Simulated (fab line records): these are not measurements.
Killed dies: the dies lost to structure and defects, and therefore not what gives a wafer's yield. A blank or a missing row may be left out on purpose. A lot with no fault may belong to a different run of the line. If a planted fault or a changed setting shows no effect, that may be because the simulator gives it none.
fab line records | flow n5-finfet
record: lots: 6 | wafers: 18 | last-day: 17
route steps=1938 shown BEOL_M15@1811 PASSIVATION@1936
lots that met no fault: from a run of the same line without faults
start-h: hours from the record's opening day to when the first of the lot's shown wafers began | wait-h: how many hours have passed since the lot's step before this one | " repeats the value in the row above | L1.1+2: a single row standing in for several wafers | - no value, or no start given | * or withheld: withheld | < > ~ a bound
route shown NAME@n: NAME is a module with steps in the file, n the number in the route of the first one | usual: mean/standard deviation taken from wafers without a fault | same: alike in all rows | chamber/n: place in a boat | sites: the reading at each site | _std_site: their standard deviation | _edge_site: outer sites' mean less inner sites' | radius-mm: how far each site lies from the wafer's centre | mask NAME#n: copy n | behind: tool/chamber where the wafer was last shaped | hold: reason for holding the lot/hours on hold/outcome of the hold | device: whichever transistor did not switch (one of n, p or np) | end of line: tests of these same wafers at the route's end | a step without rows: its recipe alone | killed: the dies lost at the first sort to structure and to defects; this is not the yield of the wafer | map: a wafer's dies, x killed, . not, _ none there
set.NAME: the run value of the setting; set.NAME@STEP: its run value at that earlier step | model.NAME: the simulator's own value behind a step, which no gauge read
certain route steps with their lots: each step a table, each wafer a row
services: the hour from which a tool's chamber was out of use, counted from the record's first day as start-h (under 0 if before that day), plus the number of hours and why
== steps ==
step: N5_BEOL_M15_STRIP_36
recipe: chemistry: O2 | power-w: 600 | temp-c: 60 | pressure-mtorr: 30 | rf-frequency-hz: 6e+07 | bias-power-w: 0 | overash-fraction: 0.3 | o2-flow-sccm: 225
usual: drypump-motor-current-A: 5.6/0.47 | oes-product-au: 0.74/0.06 | rf-vpp-V: 3.7/1 | showerhead-plenum-p-Torr: 2.11/0.088 | throttle-valve-pct: 16.83/0.21
lot.wafer | tool        | chamber | start-h | wait-h | drypump-motor-current-A | oes-product-au | rf-hours-counter-h | rf-vpp-V | showerhead-plenum-p-Torr | throttle-valve-pct
L130.1    | rie-diel-02 | 3       | 276.07  | 0.5    | 5.6                     | 0.81           | 84                 | 3.0      | 2.19                     | 16.57
L130.4    | "           | 0       | "       | "      | 5.3                     | 0.71           | 198                | 3.7      | 2.07                     | 16.89
L130.6    | "           | 1       | "       | "      | 4.9                     | 0.68           | -                  | 3.7      | 1.98                     | 16.45
L134.1    | rie-diel-02 | 0       | 291.92  | 8.4    | 5.3                     | 0.73           | 203                | 6.3      | 2.06                     | 16.91
L134.2    | "           | 1       | "       | "      | 4.9                     | 0.68           | 237                | 2.6      | 1.98                     | 16.46
L134.6    | "           | 0       | "       | "      | 5.3                     | 0.71           | -                  | 2.9      | 2.07                     | 16.91
L137.1    | rie-diel-01 | 3       | 309.27  | 0.0    | 5.2                     | 0.74           | 193                | 3.9      | 2.08                     | 16.96
L137.3    | "           | 2       | "       | "      | 4.8                     | 0.87           | 55                 | 4.2      | 2.21                     | 16.57
L137.6    | "           | 1       | "       | "      | 5.8                     | 0.82           | -                  | 4.8      | 2.22                     | 16.92
L138.1    | rie-diel-02 | 3       | 320.51  | 3.2    | 5.6                     | 0.81           | 98                 | 5.0      | 2.19                     | 16.62
L138.3    | "           | 1       | "       | "      | 4.9                     | 0.68           | 246                | 3.7      | 1.97                     | 16.48
L138.4    | "           | 0       | "       | "      | 5.3                     | 0.70           | 213                | 2.2      | 2.06                     | 16.95
L148.2    | rie-diel-03 | 0       | 373.78  | 0.6    | 5.3                     | 0.69           | 239                | 2.4      | 2.06                     | 17.08
L148.3    | "           | 3       | "       | "      | 5.8                     | 0.70           | 165                | 3.0      | 2.17                     | 16.82
L148.5    | "           | 1       | "       | "      | 5.2                     | 0.70           | -                  | 3.9      | 2.08                     | 17.02
L150.2    | rie-diel-03 | 3       | 393.76  | 0.0    | 5.8                     | 0.72           | 171                | 3.6      | 2.17                     | 16.80
L150.4    | "           | 1       | "       | "      | 5.2                     | 0.68           | -                  | 4.3      | 2.08                     | 17.02
L150.6    | "           | 0       | "       | "      | 5.3                     | 0.69           | -                  | 2.6      | 2.06                     | 17.07
step: N5_BEOL_M15_STRIP_62
recipe: chemistry: O2 | power-w: 600 | temp-c: 60 | pressure-mtorr: 30 | rf-frequency-hz: 6e+07 | bias-power-w: 0 | overash-fraction: 0.3 | o2-flow-sccm: 225
step: N5_BEOL_M15_STRIP_37
recipe: chemistry: O2 | power-w: 600 | temp-c: 60 | pressure-mtorr: 30 | rf-frequency-hz: 6e+07 | bias-power-w: 0 | overash-fraction: 0.3 | o2-flow-sccm: 225
usual: drypump-motor-current-A: 5.6/0.46 | oes-product-au: 0.74/0.059 | rf-vpp-V: 3.7/0.68 | showerhead-plenum-p-Torr: 2.11/0.088 | throttle-valve-pct: 16.83/0.22
lot.wafer | tool        | chamber | start-h | wait-h | drypump-motor-current-A | oes-product-au | rf-hours-counter-h | rf-vpp-V | showerhead-plenum-p-Torr | throttle-valve-pct
L130.1    | rie-diel-02 | 3       | -       | -      | 5.6                     | 0.81           | 84                 | 3.7      | 2.19                     | 16.56
L130.4    | "           | 0       | "       | "      | 5.3                     | 0.71           | 198                | 4.5      | 2.07                     | 16.89
L130.6    | "           | 1       | "       | "      | 4.9                     | 0.67           | -                  | 4.0      | 1.98                     | 16.44
L134.1    | rie-diel-02 | 0       | -       | -      | 5.3                     | 0.71           | 203                | 2.6      | 2.07                     | 16.90
L134.2    | "           | 1       | "       | "      | 4.9                     | 0.68           | 237                | 2.9      | 1.98                     | 16.45
L134.6    | "           | 0       | "       | "      | 5.3                     | 0.72           | -                  | 2.4      | 2.06                     | 16.91
L137.1    | rie-diel-01 | 3       | -       | -      | 5.2                     | 0.74           | 194                | 4.6      | 2.08                     | 16.96
L137.3    | "           | 2       | "       | "      | 4.8                     | 0.88           | 55                 | 3.1      | 2.21                     | 16.57
L137.6    | "           | 1       | "       | "      | 5.8                     | 0.82           | -                  | 3.0      | 2.22                     | 16.91
L138.1    | rie-diel-02 | 3       | -       | -      | 5.6                     | 0.80           | 98                 | 4.7      | 2.19                     | 16.57
L138.3    | "           | 1       | "       | "      | 4.9                     | 0.66           | 246                | 2.8      | 1.97                     | 16.48
L138.4    | "           | 0       | "       | "      | 5.3                     | 0.71           | 213                | 4.0      | 2.06                     | 16.92
L148.2    | rie-diel-03 | 0       | -       | -      | 5.3                     | 0.70           | 239                | 4.6      | 2.06                     | 17.03
L148.3    | "           | 3       | "       | "      | 5.8                     | 0.73           | 165                | 3.4      | 2.17                     | 16.80
L148.5    | "           | 1       | "       | "      | 5.2                     | 0.70           | -                  | 3.3      | 2.08                     | 17.01
L150.2    | rie-diel-03 | 3       | -       | -      | 5.8                     | 0.72           | 171                | 5.0      | 2.17                     | 16.81
L150.4    | "           | 1       | "       | "      | 5.2                     | 0.70           | -                  | 3.0      | 2.08                     | 17.03
L150.6    | "           | 0       | "       | "      | 5.3                     | 0.70           | -                  | 3.3      | 2.06                     | 17.07
step: N5_BEOL_M15_ETCH_38
recipe: chemistry: CF4/N2 | target: SiCN | target-depth-a: 1064 | taper-deg: 2 | time-s: 120.5 | ion-energy-ev: 150 | mask-material: SiO2 | pressure-mtorr: 40 | source-w: 430 | bias-w: 70 | Ar_flow_sccm: 100 | cf4-flow-sccm: 60 | n2-flow-sccm: 60
usual: drypump-motor-current-A: 5.6/0.46 | oes-product-au: 0.74/0.061 | rf-vpp-V: 382.7/2.3 | showerhead-plenum-p-Torr: 2.22/0.089 | throttle-valve-pct: 15.63/0.21
lot.wafer | tool        | chamber | start-h | wait-h | drypump-motor-current-A | oes-product-au | rf-hours-counter-h | rf-vpp-V | showerhead-plenum-p-Torr | throttle-valve-pct
L130.1    | rie-diel-02 | 3       | -       | -      | 5.6                     | 0.82           | 84                 | 385.9    | 2.32                     | 15.41
L130.4    | "           | 0       | "       | "      | 5.3                     | 0.70           | 198                | 381.4    | 2.20                     | 15.76
L130.6    | "           | 1       | "       | "      | 4.9                     | 0.69           | -                  | 377.6    | 2.09                     | 15.28
L134.1    | rie-diel-02 | 0       | -       | -      | 5.3                     | 0.71           | 203                | 383.2    | 2.20                     | 15.76
L134.2    | "           | 1       | "       | "      | 4.9                     | 0.69           | 237                | 380.8    | 2.09                     | 15.28
L134.6    | "           | 0       | "       | "      | 5.3                     | 0.70           | -                  | 381.7    | 2.20                     | 15.77
L137.1    | rie-diel-01 | 3       | -       | -      | 5.2                     | 0.74           | 194                | 381.8    | 2.19                     | 15.73
L137.3    | "           | 2       | "       | "      | 4.8                     | 0.87           | 55                 | 386.2    | 2.32                     | 15.33
L137.6    | "           | 1       | "       | "      | 5.8                     | 0.81           | -                  | 385.6    | 2.32                     | 15.59
L138.1    | rie-diel-02 | 3       | -       | -      | 5.6                     | 0.80           | 98                 | 385.5    | 2.31                     | 15.43
L138.3    | "           | 1       | "       | "      | 4.9                     | 0.68           | 246                | 380.5    | 2.09                     | 15.31
L138.4    | "           | 0       | "       | "      | 5.3                     | 0.70           | 213                | 381.4    | 2.19                     | 15.79
L148.2    | rie-diel-03 | 0       | -       | -      | 5.3                     | 0.70           | 239                | 381.7    | 2.18                     | 15.88
L148.3    | "           | 3       | "       | "      | 5.9                     | 0.71           | 165                | 384.0    | 2.29                     | 15.59
L148.5    | "           | 1       | "       | "      | 5.2                     | 0.69           | -                  | 382.2    | 2.19                     | 15.79
L150.2    | rie-diel-03 | 3       | -       | -      | 5.9                     | 0.71           | 171                | 384.5    | 2.29                     | 15.62
L150.4    | "           | 1       | "       | "      | 5.2                     | 0.69           | -                  | 381.5    | 2.19                     | 15.80
L150.6    | "           | 0       | "       | "      | 5.3                     | 0.70           | -                  | 381.1    | 2.18                     | 15.92
step: N5_BEOL_M15_PRECLEAN_39
recipe: chemistry: residue-remover | time-s: 60 | temp-c: 40
step: N5_BEOL_M15_SRD_40
recipe: time-s: 30 | temp-c: 23 | rinse-liquid: diw | dry: n2-spin | spin-rpm: 1500 | dry-time-s: 30
step: N5_BEOL_M15_DEGAS_41
recipe: ambient: vacuum | temp-c: 300 | time-s: 60
step: N5_BEOL_M15_PRE_CLEAN_42
recipe: gas: H2/He | time-s: 30 | temp-c: 300
step: N5_BEOL_M15_SPUTTER_43
recipe: material: TaN | target-thk-a: 150 | temp-c: 50 | bias-v: 168.6 | power-w: 15000 | chamber-pressure-pa: 0.12 | time-s: 24.19
usual: throttle-valve-pct: 30.4/1.1
lot.wafer | tool           | chamber | start-h | wait-h | throttle-valve-pct
L130.1    | pvd-sputter-03 | -       | 276.93  | 0.0    | 28.6
L130.4    | "              | -       | "       | "      | 28.9
L130.6    | "              | -       | "       | "      | 28.9
L134.1    | pvd-sputter-03 | -       | 292.67  | 0.0    | 28.9
L134.2    | "              | -       | "       | "      | 29.0
L134.6    | "              | -       | "       | "      | 30.7
L137.1    | pvd-sputter-03 | -       | 309.82  | 0.0    | 28.8
L137.3    | "              | -       | "       | "      | 30.4
L137.6    | "              | -       | "       | "      | 30.5
L138.1    | pvd-sputter-02 | -       | 321.20  | 0.0    | 29.9
L138.3    | "              | -       | "       | "      | 30.3
L138.4    | "              | -       | "       | "      | 31.0
L148.2    | pvd-sputter-03 | -       | 374.69  | 0.0    | 31.2
L148.3    | "              | -       | "       | "      | 29.0
L148.5    | "              | -       | "       | "      | 31.3
L150.2    | pvd-sputter-02 | -       | 394.19  | 0.0    | 31.0
L150.4    | "              | -       | "       | "      | 30.4
L150.6    | "              | -       | "       | "      | 31.0
step: N5_BEOL_M15_SPUTTER_44
recipe: material: Ta | target-thk-a: 150 | temp-c: 50 | bias-v: 80 | power-w: 15000 | chamber-pressure-pa: 0.07 | time-s: 24.19
usual: throttle-valve-pct: 30.4/1.1
lot.wafer | tool           | chamber | start-h | wait-h | throttle-valve-pct
L130.1    | pvd-sputter-03 | -       | 277.01  | 0.0    | 28.6
L130.4    | "              | -       | "       | "      | 29.0
L130.6    | "              | -       | "       | "      | 29.0
L134.1    | pvd-sputter-03 | -       | 292.75  | 0.0    | 28.4
L134.2    | "              | -       | "       | "      | 29.0
L134.6    | "              | -       | "       | "      | 30.7
L137.1    | pvd-sputter-03 | -       | 309.90  | 0.0    | 29.1
L137.3    | "              | -       | "       | "      | 30.3
L137.6    | "              | -       | "       | "      | 30.6
L138.1    | pvd-sputter-02 | -       | 321.28  | 0.0    | 29.4
L138.3    | "              | -       | "       | "      | 30.5
L138.4    | "              | -       | "       | "      | 31.2
L148.2    | pvd-sputter-03 | -       | 374.77  | 0.0    | 31.3
L148.3    | "              | -       | "       | "      | 28.9
L148.5    | "              | -       | "       | "      | 31.2
L150.2    | pvd-sputter-02 | -       | 394.27  | 0.0    | 30.8
L150.4    | "              | -       | "       | "      | 30.2
L150.6    | "              | -       | "       | "      | 30.8
step: N5_BEOL_M15_SPUTTER_45
recipe: material: Cu | target-thk-a: 1000 | temp-c: -20 | bias-v: 60 | power-w: 26000 | chamber-pressure-pa: 0.13 | time-s: 16.67
step: N5_BEOL_M15_ECD_47
recipe: material: Cu | target-thk-a: 18600
step: N5_BEOL_M15_ANNEAL_48
recipe: temp-c: 225 | time-s: 90 | ambient: N2
usual: wafer_temp_C_max: 225.91/0.25
lot.wafer | tool          | chamber | start-h | wait-h | wafer_temp_C_max
L130.1    | rtp-anneal-01 | 0       | 277.59  | 0.3    | 226.00
L130.4    | "             | 0       | "       | "      | 225.63
L130.6    | "             | 0       | "       | "      | 226.01
L134.1    | rtp-anneal-02 | 0       | 293.26  | 0.2    | 225.69
L134.2    | "             | 0       | "       | "      | 226.23
L134.6    | "             | 0       | "       | "      | 225.70
L137.1    | rtp-anneal-02 | 0       | 310.34  | 0.2    | 244.11
L137.3    | "             | 0       | "       | "      | 243.87
L137.6    | "             | 0       | "       | "      | 244.39
L138.1    | rtp-anneal-02 | 0       | 321.72  | 0.2    | 244.33
L138.3    | "             | 0       | "       | "      | 244.06
L138.4    | "             | 0       | "       | "      | 244.12
L148.2    | rtp-anneal-01 | 0       | 375.30  | 0.3    | 225.72
L148.3    | "             | 0       | "       | "      | 225.64
L148.5    | "             | 0       | "       | "      | 225.83
L150.2    | rtp-anneal-02 | 0       | 394.75  | 0.2    | 225.95
L150.4    | "             | 0       | "       | "      | 225.87
L150.6    | "             | 0       | "       | "      | 226.25
step: N5_BEOL_M15_CMP_49
recipe: stop-on: SiO2 | t-overpolish-s: 4.9 | down-force-psi: 2 | platen-rpm: 80 | clearing-platen-down-force-psi: 2 | clearing-platen-rpm: 80 | post-cmp-clean: cu-alkaline | target-thk-nm: 850 | clearing-platen-pad-velocity-m-s: 1.5917 | pad-velocity-m-s: 1.5917
step: N5_PASSIVATION_PROBE_49
usual: defect-limited-yield: 91.6/1.2 | killed_at_M0_to_M3: 33/9.4 | killed_at_M4_up: 13/5.2 | killed-at-contacts: 13/5.6 | killed-at-front-end: 37/9.5 | killed-at-other: 4/3.1 | killed-dies: 99/15 | killed-open: 65/11 | killed-short: 32/7.5 | sort_bin_5_function: 4.9/0.77 | sort_bin_6_memory: 3.1/0.65 | sort_bin_8_speed: 0.01/0.056 | sort-n-pass: 1081/15 | sort-yield-pct: 91.6/1.2
same: gross-dies: 1180 | killed-at-back-side: 0 | sort_bin_4_leakage[%]: 0
lot.wafer | tool      | chamber | start-h | wait-h | defect-limited-yield[%] | killed_at_M0_to_M3 | killed_at_M4_up | killed-at-contacts | killed-at-front-end | killed-at-other | killed-dies | killed-open | killed-short | sort_bin_5_function[%] | sort_bin_6_memory[%] | sort_bin_8_speed[%] | sort-n-pass | sort-yield-pct[%]
L130.1    | prober-01 | -       | 292.31  | 0.0    | 90.4                    | 44                 | 9               | 19                 | 35                  | 6               | 113         | 68          | 44           | 5.5                    | 3.6                  | 0                   | 1067        | 90.4
L130.4    | prober-01 | -       | 292.46  | 0.2    | 91.2                    | 31                 | 11              | 21                 | 36                  | 5               | 104         | 63          | 37           | 4.7                    | 3.6                  | 0                   | 1076        | 91.2
L130.6    | prober-01 | -       | 292.56  | 0.3    | 90.2                    | 31                 | 17              | 20                 | 44                  | 4               | 116         | 79          | 36           | 5.8                    | 3.8                  | 0.51                | 1058        | 89.7
L134.1    | prober-01 | -       | 309.26  | 0.0    | 91.9                    | 31                 | 8               | 21                 | 35                  | 1               | 96          | 76          | 20           | 5.0                    | 3.1                  | 0                   | 1084        | 91.9
L134.2    | prober-01 | -       | 309.31  | 0.1    | 93.0                    | 28                 | 10              | 9                  | 36                  | 0               | 83          | 53          | 30           | 4.2                    | 2.5                  | 0                   | 1097        | 93.0
L134.6    | prober-01 | -       | 309.51  | 0.3    | 92.3                    | 13                 | 12              | 24                 | 38                  | 4               | 91          | 60          | 27           | 4.9                    | 2.4                  | 0                   | 1089        | 92.3
L137.1    | prober-02 | -       | 325.91  | 0.0    | 90.8                    | 35                 | 7               | 15                 | 46                  | 5               | 108         | 67          | 40           | 4.8                    | 3.9                  | 0                   | 1072        | 90.8
L137.3    | prober-02 | -       | 326.01  | 0.1    | 90.2                    | 43                 | 19              | 12                 | 38                  | 4               | 116         | 81          | 31           | 5.3                    | 3.9                  | 0                   | 1064        | 90.2
L137.6    | prober-02 | -       | 326.16  | 0.3    | 93.0                    | 21                 | 22              | 9                  | 29                  | 2               | 83          | 53          | 25           | 3.7                    | 2.5                  | 0                   | 1097        | 93.0
L138.1    | prober-01 | -       | 339.76  | 0.0    | 93.2                    | 33                 | 14              | 4                  | 23                  | 6               | 80          | 52          | 28           | 3.8                    | 2.7                  | 0                   | 1100        | 93.2
L138.3    | prober-01 | -       | 339.86  | 0.1    | 92.5                    | 22                 | 9               | 12                 | 36                  | 9               | 88          | 57          | 31           | 4.6                    | 2.7                  | 0                   | 1092        | 92.5
L138.4    | prober-01 | -       | 339.91  | 0.2    | 91.5                    | 30                 | 10              | 16                 | 32                  | 12              | 100         | 62          | 37           | 5.3                    | 2.6                  | 0                   | 1080        | 91.5
L148.2    | prober-01 | -       | 389.81  | 0.1    | 93.0                    | 32                 | 15              | 10                 | 25                  | 1               | 83          | 52          | 29           | 4.7                    | 2.1                  | 0                   | 1097        | 93.0
L148.3    | prober-01 | -       | 389.86  | 0.1    | 91.7                    | 46                 | 9               | 19                 | 24                  | 0               | 98          | 62          | 34           | 5.0                    | 3.0                  | 0                   | 1082        | 91.7
L148.5    | prober-01 | -       | 389.96  | 0.2    | 93.1                    | 32                 | 12              | 7                  | 30                  | 0               | 81          | 50          | 30           | 4.1                    | 2.7                  | 0                   | 1099        | 93.1
L150.2    | prober-01 | -       | 408.89  | 0.1    | 92.2                    | 25                 | 14              | 7                  | 40                  | 6               | 92          | 71          | 21           | 4.2                    | 3.6                  | 0                   | 1088        | 92.2
L150.4    | prober-01 | -       | 408.99  | 0.2    | 91.4                    | 32                 | 5               | 12                 | 45                  | 7               | 101         | 58          | 43           | 5.5                    | 2.7                  | 0                   | 1079        | 91.4
L150.6    | prober-01 | -       | 409.09  | 0.3    | 90.3                    | 41                 | 10              | 20                 | 36                  | 7               | 114         | 69          | 43           | 5.8                    | 3.3                  | 0                   | 1066        | 90.3
killed by level:class
L130.1 BEOL_M3:geometric-particle:open=15 MOL_CONTACT_COAG:geometric-particle:open=13 BEOL_M1:geometric-particle:short=7 DUMMY_GATE:geometric-particle:open=7 STI_FIN_REVEAL:geometric-particle:open=6 MOL_CONTACT_COAG:geometric-particle:short=6 BEOL_M0_SAQP:geometric-particle:short=6 BEOL_M0_SAQP:geometric-particle:open=6
L130.4 MOL_CONTACT_COAG:geometric-particle:open=17 FIN_SAQP:geometric-particle:short=11 BEOL_M2:geometric-particle:open=8 BEOL_M3:geometric-particle:open=8 FIN_SAQP:geometric-particle:open=5 STI_FIN_REVEAL:geometric-particle:open=5 BEOL_M0_SAQP:geometric-particle:open=5 BEOL_M4:geometric-particle:open=4
L130.6 MOL_CONTACT_COAG:geometric-particle:open=17 FIN_SAQP:geometric-particle:short=11 BEOL_M3:geometric-particle:open=10 BEOL_M4:geometric-particle:open=10 DUMMY_GATE:geometric-particle:open=9 STI_FIN_REVEAL:geometric-particle:open=7 FIN_SAQP:geometric-particle:open=6 SPACER0:geometric-particle:short=5
L134.1 MOL_CONTACT_COAG:geometric-particle:open=18 BEOL_M3:geometric-particle:open=10 FIN_SAQP:geometric-particle:open=8 BEOL_M1:geometric-particle:open=8 STI_FIN_REVEAL:geometric-particle:open=7 BEOL_M2:geometric-particle:open=5 GATE_CUT:geometric-particle:short=4 BEOL_M5:geometric-particle:open=4
L134.2 FIN_SAQP:geometric-particle:open=6 STI_FIN_REVEAL:geometric-particle:open=6 GATE_CUT:geometric-particle:short=6 BEOL_M0_SAQP:geometric-particle:short=6 BEOL_M3:geometric-particle:open=6 MOL_CONTACT_COAG:geometric-particle:open=5 GATE_CUT:geometric-particle:open=4 MOL_CONTACT_COAG:geometric-particle:short=4
L134.6 MOL_CONTACT_COAG:geometric-particle:open=22 FIN_SAQP:geometric-particle:open=6 STI_FIN_REVEAL:geometric-particle:open=6 BEOL_M3:geometric-particle:open=5 FIN_SAQP:geometric-particle:short=4 GATE_CUT:geometric-particle:short=4 HKMG_FIN:area-etch=4 GATE_CUT:geometric-particle:open=3
L137.1 MOL_CONTACT_COAG:geometric-particle:open=12 FIN_SAQP:geometric-particle:open=10 BEOL_M1:geometric-particle:open=10 BEOL_M3:geometric-particle:open=9 ILD0:geometric-particle:short=8 ILD0:geometric-particle:open=6 STARTING-WAFER:geometric-particle:open=6 BEOL_M0_SAQP:geometric-particle:open=5
L137.3 BEOL_M4:geometric-particle:open=10 BEOL_M3:geometric-particle:open=10 BEOL_M0_SAQP:geometric-particle:open=9 BEOL_M1:geometric-particle:open=8 MOL_CONTACT_COAG:geometric-particle:open=7 BEOL_M2:geometric-particle:open=6 STI_FIN_REVEAL:geometric-particle:open=5 MOL_CONTACT_COAG:geometric-particle:short=5
L137.6 BEOL_M1:geometric-particle:open=12 BEOL_M4:geometric-particle:open=8 MOL_CONTACT_COAG:geometric-particle:open=7 STI_FIN_REVEAL:geometric-particle:open=6 FIN_SAQP:geometric-particle:short=5 BEOL_M5:geometric-particle:open=5 ILD0:geometric-particle:short=4 BEOL_M0_SAQP:geometric-particle:short=4
L138.1 BEOL_M0_SAQP:geometric-particle:short=10 BEOL_M0_SAQP:geometric-particle:open=9 BEOL_M4:geometric-particle:open=8 STI_FIN_REVEAL:geometric-particle:open=7 BEOL_M2:geometric-particle:open=6 FIN_SAQP:geometric-particle:open=5 BEOL_M3:geometric-particle:open=5 MOL_CONTACT_COAG:geometric-particle:open=4
L138.3 STI_FIN_REVEAL:geometric-particle:open=10 BEOL_M2:geometric-particle:open=8 MOL_CONTACT_COAG:geometric-particle:open=7 STARTING-WAFER:geometric-particle:short=6 MOL_CONTACT_COAG:geometric-particle:short=5 BEOL_M0_SAQP:geometric-particle:short=4 FIN_SAQP:geometric-particle:short=3 DUMMY_GATE:geometric-particle:open=3
L138.4 MOL_CONTACT_COAG:geometric-particle:open=14 FIN_SAQP:geometric-particle:short=8 BEOL_M2:geometric-particle:open=8 BEOL_M3:geometric-particle:open=8 PAD_METAL:geometric-particle:short=6 ILD0:geometric-particle:short=6 BEOL_M0_SAQP:geometric-particle:open=6 STI_FIN_REVEAL:geometric-particle:open=5
L148.2 BEOL_M3:geometric-particle:open=12 MOL_CONTACT_COAG:geometric-particle:open=7 BEOL_M0_SAQP:geometric-particle:short=7 BEOL_M4:geometric-particle:open=7 STARTING-WAFER:geometric-particle:short=6 BEOL_M1:geometric-particle:open=5 STARTING-WAFER:geometric-particle:open=5 FIN_SAQP:geometric-particle:short=4
L148.3 MOL_CONTACT_COAG:geometric-particle:open=17 BEOL_M3:geometric-particle:open=13 BEOL_M1:geometric-particle:open=6 BEOL_M2:geometric-particle:open=6 BEOL_M3:geometric-particle:short=6 DUMMY_GATE:geometric-particle:open=5 GATE_CUT:geometric-particle:short=5 BEOL_M1:geometric-particle:short=5
L148.5 BEOL_M3:geometric-particle:open=13 STARTING-WAFER:geometric-particle:short=6 FIN_SAQP:geometric-particle:open=5 FIN_SAQP:geometric-particle:short=5 MOL_CONTACT_COAG:geometric-particle:open=5 BEOL_M4:geometric-particle:open=5 BEOL_M0_SAQP:geometric-particle:short=4 BEOL_M1:geometric-particle:open=4
L150.2 FIN_SAQP:geometric-particle:open=13 BEOL_M2:geometric-particle:open=9 BEOL_M0_SAQP:geometric-particle:open=9 FIN_SAQP:geometric-particle:short=7 BEOL_M4:geometric-particle:open=7 MOL_CONTACT_COAG:geometric-particle:open=6 STI_FIN_REVEAL:geometric-particle:open=5 DUMMY_GATE:geometric-particle:open=4
L150.4 STI_FIN_REVEAL:geometric-particle:open=11 BEOL_M3:geometric-particle:open=9 BEOL_M0_SAQP:geometric-particle:short=8 MOL_CONTACT_COAG:geometric-particle:open=7 FIN_SAQP:geometric-particle:short=6 FIN_SAQP:geometric-particle:open=6 BEOL_M2:geometric-particle:open=6 MOL_CONTACT_COAG:geometric-particle:short=5
L150.6 MOL_CONTACT_COAG:geometric-particle:open=17 BEOL_M0_SAQP:geometric-particle:short=13 BEOL_M4:geometric-particle:open=8 BEOL_M0_SAQP:geometric-particle:open=8 FIN_SAQP:geometric-particle:open=5 FIN_SAQP:geometric-particle:short=5 BEOL_M2:geometric-particle:open=5 BEOL_M1:geometric-particle:open=5
== services ==
tool           | chamber | start-h | hours | kind
pvd-sputter-02 | -       | 285.64  | 5.0   | repair
rie-diel-02    | 2       | 286.38  | 3.2   | repair
rie-diel-03    | 3       | 322.36  | 15.4  | repair
rie-diel-02    | 1       | 334.87  | -     | clean
rie-diel-02    | 1       | 334.87  | -     | consumable-replace:focus-ring
rie-diel-02    | 1       | 334.87  | -     | consumable-replace:showerhead
rie-diel-02    | 1       | 334.87  | 27.6  | scheduled-down
rie-diel-02    | 1       | 334.87  | 27.6  | vent-cycle
rie-diel-03    | 1       | 337.77  | 14.5  | repair
pvd-sputter-03 | -       | 338.72  | 1.8   | repair
rie-diel-01    | -       | 341.60  | 14.6  | pm
rie-diel-03    | 0       | 382.92  | 3.2   | repair
rie-diel-03    | 2       | 389.57  | 5.6   | repair
== key ==
first-sign: step: N5_BEOL_M15_ANNEAL_48 | reading: wafer_temp_C_max | direction: up | sigmas: 74 | usual: * | struck: *
effect none on later readings
met-at N5_BEOL_M15_ANNEAL_48
struck-wafers L137.1,L137.3,L137.6,L138.1,L138.3,L138.4
onset-between 293.26 310.34
fault: kind: process-parameter-drift | tool: rtp-anneal-02 | chamber: - | onset-h: 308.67 | steps: N5_BEOL_M15_ANNEAL_48 | channel: temp-c | offset: * | shape: step | end-h: 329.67 | acts-in: * | stated: *
